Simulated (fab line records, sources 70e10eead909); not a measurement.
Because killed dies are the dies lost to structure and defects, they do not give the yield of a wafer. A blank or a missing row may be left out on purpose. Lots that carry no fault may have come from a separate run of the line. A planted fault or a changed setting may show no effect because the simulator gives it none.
Matching of chambers    flow nand harc    NHARC_A_SLIT_DESCUM_14 on rie diel-09: 4 sister chambers
The step chemistry O2, time 3 s. 24 wafers are shown with their chamber, then 12 later ones without.

WAFERS WITH THEIR CHAMBER
wafer   chamber  drypump motor current A (A)  oes product au (a.u.)  throttle valve pct (%)
L077.2  3        6.2                          0.991                  11.309
L077.3  0        5.2                          0.973                  11.299
L077.5  3        6.2                          1.001                  11.315
L076.2  2        6.4                          0.984                  11.299
L076.3  0        5.2                          0.975                  11.311
L076.6  2        6.4                          0.991                  11.319
L074.2  3        6.2                          1.002                  11.311
L074.4  0        5.2                          0.972                  11.305
L074.6  3        6.2                          0.982                  11.322
L079.3  3        6.2                          0.994                  11.320
L079.4  2        6.4                          0.984                  11.297
L079.5  3        6.2                          1.002                  11.308
L082.2  0        5.2                          0.975                  11.315
L082.3  2        6.4                          0.977                  11.295
L082.6  1        5.1                          1.003                  11.311
L083.1  2        6.4                          0.976                  11.320
L083.2  0        5.1                          0.975                  11.306
L083.3  1        5.1                          0.996                  11.306
L085.2  1        5.1                          0.992                  11.317
L085.3  0        5.2                          0.980                  11.316
L085.4  3        6.2                          0.992                  11.316
L090.2  0        5.2                          0.985                  11.304
L090.5  1        5.1                          0.993                  11.299
L090.6  0        5.2                          0.987                  11.284

SIGNATURES (averages over the wafers above)
reading                  chamber 0  chamber 1  chamber 2  chamber 3  scatter within a chamber
drypump motor current A  5.188      5.100      6.400      6.200      0.0209
oes product au           0.97775    0.99600    0.98240    0.99486    0.00622
throttle valve pct       11.30500   11.30825   11.30600   11.31443   0.00922
Rule: for a wafer and a chamber, the distance is found by dividing, reading by reading, the gap between the wafer's reading and the chamber's mean by the reading's scatter, squaring, summing and taking the root. If the next closest chamber is less than 2 further off than the closest, the wafer can't be placed; otherwise it belongs to the closest. The scatter is the square root of a quotient: the sum, over the shown wafers, of each reading's squared deviation from its chamber's mean, divided by wafers minus chambers.

WAFERS WHOSE CHAMBER IS MISSING
wafer   drypump motor current A (A)  oes product au (a.u.)  throttle valve pct (%)
L094.3  6.4                          0.986                  11.324
L094.4  6.2                          0.987                  11.304
L094.5  5.2                          0.982                  11.308
L093.2  6.4                          0.987                  11.304
L093.3  5.1                          0.978                  11.315
L093.5  5.1                          0.981                  11.324
L096.3  6.2                          1.007                  11.308
L096.5  5.1                          1.000                  11.312
L096.6  6.4                          0.996                  11.304
L097.2  5.1                          0.987                  11.311
L097.5  5.1                          0.989                  11.323
L097.6  6.2                          1.002                  11.312

THE CHAMBER EACH PASSED THROUGH
wafer    from the rows above       in truth
L094.3   2                         2
L094.4   3                         3
L094.5   0                         0
L093.2   2                         2
L093.3   can't be placed: 1 or 0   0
L093.5   can't be placed: 1 or 0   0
L096.3   3                         3
L096.5   1                         1
L096.6   2                         2
L097.2   1                         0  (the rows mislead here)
L097.5   1                         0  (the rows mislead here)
L097.6   3                         3
8 of 12 placed correctly. These rows do not allow placing 2 (true chamber among the candidates in 2). Placed wrongly: 2.
